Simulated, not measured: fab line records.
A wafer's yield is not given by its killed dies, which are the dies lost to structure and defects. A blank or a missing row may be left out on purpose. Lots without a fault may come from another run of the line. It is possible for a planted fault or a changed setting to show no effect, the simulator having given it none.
fab line records	flow n5-finfet
record lots=10	wafers=30	last-day=18
route steps=1938 shown BEOL_M11@1577 BEOL_M12@1602 PASSIVATION@1936
lots that met no fault: from a run of the same line without faults
start-h: hours from the record's opening day to when the first of the lot's shown wafers began	wait-h: hours since the lot's step before	" repeats the value in the row above	L1.1+2: one row covering several wafers at once	- no value present, or no start provided	* or withheld: withheld	< > ~ a bound
route shown NAME@n: names a module that has steps shown in the file, with the first one's number in the route	usual: the fault-free wafers' mean and standard deviation	same: alike in all rows	chamber/n: place in a boat	sites: each site's reading	_std_site: standard deviation across them	_edge_site: outer sites' mean less inner sites'	radius-mm: for every site, how far away it sits from the centre of the wafer	mask NAME#n: copy n	behind: the tool/chamber that last shaped the wafer	hold: the reason the lot was held/the length of the hold in hours/how it ended	device: which transistor (n, p or np) failed to switch	end of line: tests run on the same wafers once the route is complete	where a step has no rows: the recipe by itself	killed: dies that structure and defects cost at the first sort, which is not the same as the wafer's yield	map: a wafer's dies, x killed, . not, _ none there
set.NAME: the setting the step ran with; set.NAME@STEP: the setting that earlier step ran with	model.NAME: the simulator's own value behind a step, which no gauge read
route steps across a sampled set of lots; one table per step, one row per wafer
services: from which hour (start-h, from the record's first day; less than 0 if before it) a tool's chamber was out of use, for how many hours, and why
## steps
# step N5_BEOL_M11_STRIP_36
# recipe chemistry=N2/H2	power-w=450	temp-c=40	pressure-mtorr=20	rf-frequency-hz=6e+07	overash-fraction=0.3	bias-power-w=7	h2-frac=0.5	n2-flow-sccm=200	h2-flow-sccm=200
# usual drypump-motor-current-A=5.6/0.4	oes-product-au=0.79/0.084	power-w=449.7/1.5	rf-vpp-V=59.2/1.9	showerhead-plenum-p-Torr=2.52/0.09	throttle-valve-pct=23.6/0.38
lot.wafer	tool	chamber	start-h	wait-h	drypump-motor-current-A	oes-product-au	power-w	rf-hours-counter-h	rf-vpp-V	showerhead-plenum-p-Torr	throttle-valve-pct
L702.2	rie-diel-05	1	242.88	0.0	5.5	0.74	451.5	183	60.3	2.41	23.1
L702.4	"	2	"	"	5.8	0.73	449.5	156	55.9	2.53	24.0
L702.6	"	3	"	"	5.4	0.81	450.6	-	61.8	2.54	23.7
L705.1	rie-diel-04	0	246.93	0.0	6.3	0.82	450.8	65	59.9	2.48	24.0
L705.2	"	3	"	"	5.4	0.84	452.7	54	56.7	2.70	23.2
L705.5	"	0	"	"	6.3	0.83	449.8	-	62.2	2.48	24.0
L708.2	rie-diel-04	3	272.41	0.0	5.4	0.82	448.5	62	56.8	2.70	23.2
L708.3	"	0	"	"	6.3	0.81	450.1	74	61.0	2.47	24.0
L708.4	"	1	"	"	5.0	0.94	449.1	7	56.9	2.47	23.1
L711.2	rie-diel-05	1	290.05	0.0	5.5	0.72	448.4	194	56.9	2.40	23.1
L711.3	"	2	"	"	5.8	0.72	450.6	169	60.9	2.53	24.1
L711.6	"	1	"	"	5.5	0.71	448.3	-	56.8	2.40	23.1
L710.1	rie-diel-05	0	298.61	0.0	6.1	0.87	445.9	62	63.8	2.48	23.4
L710.4	"	1	"	"	5.5	0.72	451.8	-	62.0	2.40	23.1
L710.5	"	2	"	"	5.8	0.72	449.3	-	58.0	2.53	24.0
L717.1	rie-diel-03	2	326.82	0.0	6.0	0.97	451.6	5	58.9	2.71	23.3
L717.4	"	0	"	"	5.8	0.67	450.1	221	58.4	2.62	24.2
L717.5	"	3	"	"	5.9	0.82	449.7	-	62.9	2.54	23.2
L721.2	rie-diel-03	0	362.38	0.0	5.8	0.66	449.0	233	60.7	2.62	24.2
L721.3	"	1	"	"	4.9	0.84	451.2	64	59.5	2.60	24.1
L721.4	"	3	"	"	5.9	0.80	449.1	84	59.0	2.53	23.2
L722.3	rie-diel-03	2	362.91	0.0	6.0	0.92	450.9	19	58.4	2.71	23.3
L722.5	"	3	"	"	5.8	0.82	450.2	-	60.4	2.53	23.3
L722.6	"	0	"	"	5.8	0.66	446.8	-	56.0	2.62	24.1
L724.2	rie-diel-05	2	363.24	0.0	5.8	0.69	448.9	193	55.3	2.52	24.0
L724.4	"	0	"	"	6.1	0.84	452.5	83	61.1	2.47	23.4
L724.5	"	2	"	"	5.8	0.69	449.6	-	60.6	2.52	24.1
L723.3	rie-diel-05	3	373.69	0.0	5.4	0.77	451.0	130	59.5	2.53	23.7
L723.4	"	0	"	"	6.1	0.85	450.6	86	59.9	2.47	23.4
L723.5	"	1	"	"	5.5	0.70	450.2	-	59.0	2.39	23.1
# step N5_BEOL_M11_OCD_MEAS_38
# usual trench-depth-nm=148.6/2.6
lot.wafer	tool	chamber	start-h	wait-h	trench-depth-nm
L702.2	ocd-02	-	243.11	-	149.1
L702.4	"	-	"	"	146.3
L702.6	"	-	"	"	150.1
L705.1	ocd-01	-	247.16	-	149.5
L705.2	"	-	"	"	148.8
L705.5	"	-	"	"	151.8
L708.2	ocd-02	-	272.64	-	148.8
L708.3	"	-	"	"	149.6
L708.4	"	-	"	"	150.3
L711.2	ocd-01	-	290.28	-	149.5
L711.3	"	-	"	"	145.5
L711.6	"	-	"	"	147.7
L710.1	ocd-02	-	298.83	-	148.1
L710.4	"	-	"	"	148.1
L710.5	"	-	"	"	145.9
L717.1	ocd-02	-	327.04	-	146.2
L717.4	"	-	"	"	143.3
L717.5	"	-	"	"	150.4
L721.2	ocd-02	-	362.60	-	143.0
L721.3	"	-	"	"	151.6
L721.4	"	-	"	"	152.7
L722.3	ocd-02	-	363.13	-	146.9
L722.5	"	-	"	"	152.6
L722.6	"	-	"	"	144.7
L724.2	ocd-02	-	363.46	-	146.2
L724.4	"	-	"	"	147.6
L724.5	"	-	"	"	146.3
L723.3	ocd-01	-	373.92	-	151.1
L723.4	"	-	"	"	148.0
L723.5	"	-	"	"	148.4
# step N5_BEOL_M12_ILD_DEP_00
# recipe material=SiOC	target-thk-a=6589.2	temp-c=350	precursor=DEMS/O2	pressure-torr=5	rf-w=500	time-s=130.7
# usual heater-power-w=527/100	showerhead-plenum-p-Torr=5.689/0.011	throttle-valve-pct=11.8/0.47
lot.wafer	tool	chamber	start-h	wait-h	heater-power-w	showerhead-plenum-p-Torr	since-wet-clean-h	throttle-valve-pct
L702.2	pecvd-03	0	246.05	0.0	455	5.682	1312	12.7
L702.4	"	2	"	"	489	5.681	-	11.1
L702.6	"	0	"	"	478	5.668	-	12.7
L705.1	pecvd-01	0	250.08	0.0	608	5.681	1135	12.2
L705.2	"	1	"	"	690	5.665	1860	12.5
L705.5	"	2	"	"	697	5.701	-	11.3
L708.2	pecvd-04	0	275.94	0.0	474	5.690	799	11.9
L708.3	"	2	"	"	544	5.680	45	11.3
L708.4	"	1	"	"	390	5.699	-	11.7
L711.2	pecvd-04	2	293.85	0.0	473	5.685	62	11.1
L711.3	"	1	"	"	367	5.706	1541	11.8
L711.6	"	1	"	"	378	5.696	-	11.5
L710.1	pecvd-04	2	301.72	0.0	564	5.680	70	11.1
L710.4	"	2	"	"	438	5.682	-	11.2
L710.5	"	1	"	"	343	5.708	-	11.8
L717.1	pecvd-03	1	330.59	0.0	607	5.702	2122	11.9
L717.4	"	0	"	"	512	5.675	-	12.2
L717.5	"	2	"	"	570	5.690	-	11.1
L721.2	pecvd-04	0	365.36	0.0	506	5.686	888	11.8
L721.3	"	2	"	"	549	5.701	134	11.1
L721.4	"	2	"	"	431	5.680	-	11.4
L722.3	pecvd-01	0	366.26	0.1	579	5.695	-	12.2
L722.5	"	2	"	"	610	5.687	-	11.4
L722.6	"	0	"	"	608	5.708	-	12.3
L724.2	pecvd-04	0	366.48	0.0	452	5.680	889	12.0
L724.4	"	1	"	"	379	5.698	-	11.8
L724.5	"	2	"	"	444	5.695	-	11.4
L723.3	pecvd-04	2	376.78	0.0	497	5.681	145	11.4
L723.4	"	1	"	"	304	5.696	-	11.8
L723.5	"	2	"	"	535	5.685	-	11.5
# step N5_BEOL_M12_INSPECT_12
# recipe mode=adi	inspect-instrument=macro
# usual raw-defect-count=2.2/1.4
lot.wafer	tool	chamber	start-h	wait-h	raw-defect-count
L702.2	defect-inspect-01	-	246.54	0.0	5
L702.4	"	-	"	"	2
L702.6	"	-	"	"	1
L705.1	defect-inspect-01	-	250.70	0.0	4
L705.2	"	-	"	"	1
L705.5	"	-	"	"	3
L708.2	defect-inspect-01	-	276.56	0.0	2
L708.3	"	-	"	"	3
L708.4	"	-	"	"	4
L711.2	defect-inspect-02	-	294.34	0.0	259
L711.3	"	-	"	"	261
L711.6	"	-	"	"	269
L710.1	defect-inspect-02	-	302.33	0.0	233
L710.4	"	-	"	"	269
L710.5	"	-	"	"	271
L717.1	defect-inspect-01	-	331.20	0.0	3
L717.4	"	-	"	"	2
L717.5	"	-	"	"	4
L721.2	defect-inspect-01	-	365.97	0.0	1
L721.3	"	-	"	"	0
L721.4	"	-	"	"	4
L722.3	defect-inspect-02	-	366.75	0.0	1
L722.5	"	-	"	"	0
L722.6	"	-	"	"	3
L724.2	defect-inspect-01	-	366.97	0.0	2
L724.4	"	-	"	"	2
L724.5	"	-	"	"	1
L723.3	defect-inspect-01	-	377.27	0.0	1
L723.4	"	-	"	"	3
L723.5	"	-	"	"	0
# step N5_BEOL_M12_DESCUM_15
# recipe chemistry=O2	time-s=7.9	source-power-w=50	bias-power-w=20	pressure-mtorr=20	rf-frequency-hz=2.712e+07	temp-c=40	o2-flow-sccm=225
# usual drypump-motor-current-A=5.9/0.38	o2-flow-sccm=224.9/0.62	oes-product-au=0.83/0.074	rf-vpp-V=243.1/1.3	showerhead-plenum-p-Torr=2.10/0.065	throttle-valve-pct=20.49/0.21
lot.wafer	tool	chamber	start-h	wait-h	drypump-motor-current-A	o2-flow-sccm	oes-product-au	rf-hours-counter-h	rf-vpp-V	showerhead-plenum-p-Torr	throttle-valve-pct
L702.2	rie-diel-06	0	246.58	0.0	6.2	225.3	0.86	49	241.9	2.04	20.63
L702.4	"	2	"	"	5.7	225.5	0.84	65	243.0	2.03	20.29
L702.6	"	3	"	"	5.4	224.8	0.66	-	241.1	2.06	20.76
L705.1	rie-diel-06	2	251.02	0.3	5.7	225.6	0.85	67	242.5	2.03	20.30
L705.2	"	3	"	"	5.4	223.9	0.67	231	243.8	2.06	20.78
L705.5	"	2	"	"	5.7	225.4	0.85	-	242.5	2.03	20.29
L708.2	rie-diel-06	3	276.59	0.0	5.4	225.1	0.65	241	243.0	2.05	20.77
L708.3	"	1	"	"	6.5	224.1	0.86	50	244.0	2.14	20.72
L708.4	"	2	"	"	5.7	224.7	0.83	76	241.8	2.02	20.30
L711.2	rie-diel-02	0	294.37	0.0	6.0	224.1	0.81	98	245.4	2.11	20.26
L711.3	"	1	"	"	5.5	225.4	0.70	247	244.8	2.15	20.87
L711.6	"	3	"	"	5.5	225.5	0.82	-	244.1	2.15	20.21
L710.1	rie-diel-01	1	302.38	0.0	6.1	225.6	0.86	42	242.5	2.06	20.38
L710.4	"	2	"	"	5.9	225.9	0.95	10	242.9	2.15	20.35
L710.5	"	0	"	"	6.0	224.4	0.81	-	244.6	2.21	20.43
L717.1	rie-diel-01	2	331.24	0.0	5.9	224.8	0.94	19	244.4	2.15	20.36
L717.4	"	1	"	"	6.1	225.7	0.85	54	242.2	2.05	20.40
L717.5	"	0	"	"	6.0	224.7	0.79	-	245.8	2.20	20.45
L721.2	rie-diel-02	0	366.01	0.0	6.0	224.5	0.78	126	243.1	2.10	20.31
L721.3	"	2	"	"	6.1	225.4	0.81	112	242.9	2.11	20.20
L721.4	"	1	"	"	5.5	225.8	0.92	19	244.1	2.14	20.62
L722.3	rie-diel-06	3	366.85	0.1	5.3	225.0	0.96	17	242.4	2.04	20.39
L722.5	"	2	"	"	5.7	224.7	0.81	-	242.1	2.01	20.36
L722.6	"	3	"	"	5.3	223.7	0.96	-	243.7	2.04	20.38
L724.2	rie-diel-06	1	367.12	0.1	6.5	225.2	0.82	84	242.6	2.13	20.78
L724.4	"	3	"	"	5.4	224.9	0.96	17	244.0	2.04	20.39
L724.5	"	3	"	"	5.4	223.9	0.96	-	240.8	2.04	20.38
L723.3	rie-diel-02	1	377.30	0.0	5.5	224.7	0.94	22	243.2	2.14	20.63
L723.4	"	2	"	"	6.2	223.8	0.81	116	241.9	2.11	20.22
L723.5	"	1	"	"	5.5	225.1	0.93	-	243.8	2.14	20.62
# step N5_PASSIVATION_PROBE_49
# usual defect-limited-yield=91.2/1.3	killed_at_M0_to_M3=34/10	killed_at_M4_up=13/4.6	killed-at-contacts=13/5.5	killed-at-front-end=41/12	killed-at-other=2.8/2.4	killed-dies=104/16	killed-on-rim=14/4.2	killed-open=67/12	killed-short=33/7.2	sort_bin_4_leakage=0.00/0.012	sort_bin_5_function=5.1/0.86	sort_bin_6_memory=3.3/0.62	sort-n-pass=1076/16	sort-yield-pct=91.2/1.3
# same gross-dies=1180	killed-at-back-side=0	sort_bin_8_speed[%]=0
lot.wafer	tool	chamber	start-h	wait-h	defect-limited-yield[%]	killed_at_M0_to_M3	killed_at_M4_up	killed-at-contacts	killed-at-front-end	killed-at-other	killed-dies	killed-on-rim	killed-open	killed-short	sort_bin_4_leakage[%]	sort_bin_5_function[%]	sort_bin_6_memory[%]	sort-n-pass	sort-yield-pct[%]
L705.1	prober-02	-	301.86	0.0	91.7	32	9	25	31	1	98	9	61	31	0	4.6	3.3	1082	91.7
L705.2	prober-02	-	301.91	0.1	92.6	30	7	14	36	0	87	12	56	26	0	4.2	2.9	1093	92.6
L705.5	prober-02	-	302.06	0.2	92.6	21	14	19	25	8	87	14	60	26	0	4.2	3.1	1093	92.6
L711.2	prober-02	-	335.66	0.1	81.4	34	117	16	51	2	220	22	89	28	0	11.5	5.8	960	81.4
L711.3	prober-02	-	335.71	0.1	82.4	34	109	19	46	0	208	14	65	40	0	11.4	4.6	972	82.4
L711.6	prober-02	-	335.86	0.3	82.7	30	116	20	36	2	204	14	64	37	0	11.9	3.9	976	82.7
L710.1	prober-02	-	338.61	0.0	83.9	43	102	9	32	4	190	12	59	35	0	10.0	5.0	990	83.9
L710.4	prober-02	-	338.76	0.2	84.0	43	113	4	27	2	189	14	69	29	0.08	10.3	4.5	990	83.9
L710.5	prober-02	-	338.81	0.2	82.2	43	108	11	44	4	210	13	83	34	0.08	10.8	5.4	969	82.1
L717.1	prober-02	-	376.28	0.0	91.1	27	21	18	39	0	105	18	67	26	0	4.4	3.6	1075	91.1
L717.4	prober-02	-	376.43	0.2	88.8	71	14	10	37	0	132	14	84	43	0	6.8	4.0	1048	88.8
L717.5	prober-02	-	376.48	0.2	91.2	35	21	12	33	3	104	22	63	30	0	5.3	2.9	1076	91.2
L724.2	prober-02	-	407.18	0.1	90.9	49	14	4	34	6	107	22	71	33	0	5.3	3.6	1073	90.9
L724.4	prober-02	-	407.28	0.2	89.9	53	19	3	37	7	119	14	58	50	0	6.2	2.8	1061	89.9
L724.5	prober-02	-	407.33	0.2	94.6	37	3	2	21	1	64	12	35	29	0	2.6	2.5	1116	94.6
L721.2	prober-01	-	407.35	0.1	91.4	37	16	18	28	2	101	10	61	34	0	4.9	3.3	1079	91.4
L721.3	prober-01	-	407.40	0.1	95.0	25	4	12	18	0	59	10	44	9	0	2.8	1.9	1121	95.0
L721.4	prober-01	-	407.45	0.2	93.1	26	11	13	30	1	81	11	56	19	0	4.4	2.2	1099	93.1
L723.3	prober-02	-	419.94	0.1	90.4	39	10	10	48	6	113	10	83	25	0	5.4	4.1	1067	90.4
L723.4	prober-02	-	419.99	0.2	91.6	28	15	8	47	1	99	14	64	31	0	4.7	3.2	1081	91.6
L723.5	prober-02	-	420.04	0.2	90.6	40	17	17	29	8	111	17	76	30	0	5.3	4.0	1069	90.6
# killed by level:class
L705.1 MOL_CONTACT_COAG:geometric-particle:open=16 STI_FIN_REVEAL:geometric-particle:open=9 MOL_CONTACT_COAG:geometric-particle:short=8 BEOL_M3:geometric-particle:open=7 BEOL_M2:geometric-particle:open=6 FIN_SAQP:geometric-particle:short=5 STI_FIN_REVEAL:geometric-particle:short=4 BEOL_M0_SAQP:geometric-particle:open=4
L705.2 MOL_CONTACT_COAG:geometric-particle:open=11 BEOL_M3:geometric-particle:open=11 GATE_CUT:geometric-particle:short=8 FIN_SAQP:geometric-particle:short=7 BEOL_M0_SAQP:geometric-particle:open=6 DUMMY_GATE:geometric-particle:open=5 STI_FIN_REVEAL:geometric-particle:open=4 FIN_SAQP:geometric-particle:open=3
L705.5 MOL_CONTACT_COAG:geometric-particle:open=18 FIN_SAQP:geometric-particle:short=6 BEOL_M0_SAQP:geometric-particle:short=5 BEOL_M2:geometric-particle:open=5 STI_FIN_REVEAL:geometric-particle:open=4 DUMMY_GATE:geometric-particle:open=4 BEOL_M0_SAQP:geometric-particle:open=4 BEOL_M4:geometric-particle:open=4
L711.2 BEOL_M12:unspecified=98 MOL_CONTACT_COAG:geometric-particle:open=14 BEOL_M4:geometric-particle:open=10 FIN_SAQP:geometric-particle:open=8 BEOL_M2:geometric-particle:open=8 GATE_CUT:geometric-particle:open=7 BEOL_M3:geometric-particle:open=7 DUMMY_GATE:geometric-particle:open=6
L711.3 BEOL_M12:unspecified=96 MOL_CONTACT_COAG:geometric-particle:open=14 BEOL_M0_SAQP:geometric-particle:open=10 STI_FIN_REVEAL:geometric-particle:open=8 BEOL_M0_SAQP:geometric-particle:short=7 BEOL_M4:geometric-particle:open=7 FIN_SAQP:geometric-particle:short=6 BEOL_M1:geometric-particle:short=6
L711.6 BEOL_M12:unspecified=103 MOL_CONTACT_COAG:geometric-particle:open=14 BEOL_M3:geometric-particle:open=9 STI_FIN_REVEAL:geometric-particle:open=8 BEOL_M4:geometric-particle:open=8 BEOL_M0_SAQP:geometric-particle:short=7 GATE_CUT:geometric-particle:short=6 MOL_CONTACT_COAG:geometric-particle:short=6
L710.1 BEOL_M12:unspecified=93 BEOL_M1:geometric-particle:open=13 STI_FIN_REVEAL:geometric-particle:open=9 BEOL_M0_SAQP:geometric-particle:short=7 STARTING-WAFER:geometric-particle:short=7 BEOL_M2:geometric-particle:open=6 BEOL_M4:geometric-particle:open=6 BEOL_M0_SAQP:geometric-particle:open=5
L710.4 BEOL_M12:unspecified=91 BEOL_M0_SAQP:geometric-particle:open=14 BEOL_M4:geometric-particle:open=8 BEOL_M2:geometric-particle:open=8 STI_FIN_REVEAL:geometric-particle:open=6 BEOL_M0_SAQP:geometric-particle:short=6 FIN_SAQP:geometric-particle:open=4 MOL_CONTACT_COAG:geometric-particle:open=4
L710.5 BEOL_M12:unspecified=92 BEOL_M0_SAQP:geometric-particle:open=13 BEOL_M2:geometric-particle:open=11 STI_FIN_REVEAL:geometric-particle:open=10 MOL_CONTACT_COAG:geometric-particle:open=9 BEOL_M4:geometric-particle:open=8 FIN_SAQP:geometric-particle:short=6 FIN_SAQP:geometric-particle:open=6
L717.1 MOL_CONTACT_COAG:geometric-particle:open=16 BEOL_M0_SAQP:geometric-particle:open=8 HKMG_FIN:area-etch=8 FIN_SAQP:geometric-particle:open=7 BEOL_M0_SAQP:geometric-particle:short=7 BEOL_M5:geometric-particle:open=6 BEOL_M0:geometric-particle:open=6 STI_FIN_REVEAL:geometric-particle:open=5
L717.4 BEOL_M0_SAQP:geometric-particle:open=26 BEOL_M0_SAQP:geometric-particle:short=22 STI_FIN_REVEAL:geometric-particle:open=14 FIN_SAQP:geometric-particle:open=9 MOL_CONTACT_COAG:geometric-particle:open=9 BEOL_M2:geometric-particle:open=9 FIN_SAQP:geometric-particle:short=5 GATE_CUT:geometric-particle:short=3
L717.5 MOL_CONTACT_COAG:geometric-particle:open=10 BEOL_M0_SAQP:geometric-particle:short=10 BEOL_M0_SAQP:geometric-particle:open=10 STI_FIN_REVEAL:geometric-particle:open=8 HKMG_FIN:area-etch=7 FIN_SAQP:geometric-particle:open=6 BEOL_M1:geometric-particle:open=5 BEOL_M5:geometric-particle:open=5
L724.2 BEOL_M2:geometric-particle:open=11 BEOL_M3:geometric-particle:open=9 STI_FIN_REVEAL:geometric-particle:open=7 BEOL_M0_SAQP:geometric-particle:open=7 BEOL_M1:geometric-particle:open=6 FIN_SAQP:geometric-particle:short=5 MOL_CONTACT_COAG:geometric-particle:open=4 BEOL_M0_SAQP:geometric-particle:short=4
L724.4 BEOL_M0_SAQP:geometric-particle:short=19 FIN_SAQP:geometric-particle:short=11 BEOL_M0_SAQP:geometric-particle:open=11 BEOL_M4:geometric-particle:open=9 STI_FIN_REVEAL:geometric-particle:open=6 BEOL_M3:geometric-particle:open=5 HKMG_FIN:area-etch=5 BEOL_M1:geometric-particle:open=4
L724.5 BEOL_M0_SAQP:geometric-particle:short=12 BEOL_M0_SAQP:geometric-particle:open=9 BEOL_M2:geometric-particle:open=7 FIN_SAQP:geometric-particle:short=4 BEOL_M2:geometric-particle:short=4 FIN_SAQP:geometric-particle:open=3 STARTING-WAFER:geometric-particle:short=3 STARTING-WAFER:geometric-particle:open=3
L721.2 MOL_CONTACT_COAG:geometric-particle:open=12 BEOL_M0_SAQP:geometric-particle:short=10 BEOL_M2:geometric-particle:open=7 STI_FIN_REVEAL:geometric-particle:open=6 MOL_CONTACT_COAG:geometric-particle:short=6 BEOL_M1:geometric-particle:open=5 BEOL_M0_SAQP:geometric-particle:open=5 BEOL_M4:geometric-particle:open=5
L721.3 BEOL_M3:geometric-particle:open=10 MOL_CONTACT_COAG:geometric-particle:open=8 STI_FIN_REVEAL:geometric-particle:open=4 MOL_CONTACT_COAG:geometric-particle:short=4 BEOL_M2:geometric-particle:open=4 DUMMY_GATE:geometric-particle:open=3 BEOL_M0_SAQP:geometric-particle:open=3 STARTING-WAFER:geometric-particle:open=3
L721.4 MOL_CONTACT_COAG:geometric-particle:open=11 BEOL_M1:geometric-particle:open=9 FIN_SAQP:geometric-particle:open=5 BEOL_M3:geometric-particle:open=5 FIN_SAQP:geometric-particle:short=3 STI_FIN_REVEAL:geometric-particle:short=3 STI_FIN_REVEAL:geometric-particle:open=3 DUMMY_GATE:geometric-particle:open=3
L723.3 STI_FIN_REVEAL:geometric-particle:open=18 FIN_SAQP:geometric-particle:open=9 MOL_CONTACT_COAG:geometric-particle:open=7 BEOL_M0_SAQP:geometric-particle:open=7 BEOL_M3:geometric-particle:open=6 BEOL_M0:geometric-particle:open=5 GATE_CUT:geometric-particle:open=5 BEOL_M0_SAQP:geometric-particle:short=5
L723.4 FIN_SAQP:geometric-particle:open=16 FIN_SAQP:geometric-particle:short=9 BEOL_M1:geometric-particle:open=8 BEOL_M0_SAQP:geometric-particle:open=7 MOL_CONTACT_COAG:geometric-particle:open=4 MOL_CONTACT_COAG:geometric-particle:short=4 BEOL_M0_SAQP:geometric-particle:short=4 BEOL_M4:geometric-particle:open=4
L723.5 MOL_CONTACT_COAG:geometric-particle:open=14 STI_FIN_REVEAL:geometric-particle:open=8 BEOL_M0_SAQP:geometric-particle:short=7 BEOL_M0_SAQP:geometric-particle:open=7 BEOL_M1:geometric-particle:open=7 FIN_SAQP:geometric-particle:short=5 BEOL_M3:geometric-particle:open=5 BEOL_M4:geometric-particle:open=5
## services
tool	chamber	start-h	hours	kind
rie-diel-01	2	218.92	9.9	repair
rie-diel-02	0	219.88	3.8	repair
rie-diel-05	-	243.98	0.4	repair
rie-diel-05	1	248.26	8.4	repair
rie-diel-01	2	254.45	7.3	repair
rie-diel-05	-	265.91	4.3	pm
pecvd-01	-	266.59	2.8	pm
rie-diel-05	-	283.06	1.3	repair
rie-diel-03	2	284.87	-	clean
rie-diel-03	2	284.87	-	consumable-replace:focus-ring
pecvd-04	0	287.85	5.5	scheduled-down
rie-diel-06	3	303.32	-	clean
rie-diel-06	3	303.32	-	consumable-replace:focus-ring
rie-diel-06	3	303.32	15.4	scheduled-down
rie-diel-06	3	303.32	15.4	vent-cycle
rie-diel-04	2	310.40	11.5	repair
rie-diel-01	2	315.73	7.1	repair
pecvd-03	0	344.56	12.3	repair
pecvd-04	-	348.20	2.8	pm
rie-diel-02	3	350.59	13.3	repair
rie-diel-05	0	359.28	1.5	repair
pecvd-01	1	365.10	21.0	repair
rie-diel-02	1	372.17	3.1	repair
rie-diel-05	3	373.86	6.3	repair
## key
first-sign step=N5_BEOL_M12_INSPECT_12	reading=raw-defect-count	direction=up	sigmas=99+	usual=2.2	struck=260.3
effect step=N5_PASSIVATION_PROBE_49	reading=killed_at_M4_up	direction=up	sigmas=21	usual=13	struck=111
more-kills-born-at N5_BEOL_M12_ILD_DEP_00@pecvd-04=573
met-at N5_BEOL_M12_ILD_DEP_00
struck-lots L710,L711
not-acting-at N5_BEOL_M11_STRIP_36,N5_BEOL_M11_OCD_MEAS_38,N5_BEOL_M12_DESCUM_15
onset-between 275.94 293.85
fault kind=chamber-particle-source	tool=pecvd-04	chamber=-	onset-h=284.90	steps=N5_BEOL_M12_ILD_DEP_00	rate-per-visit-cm2=0.3994	end-h=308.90
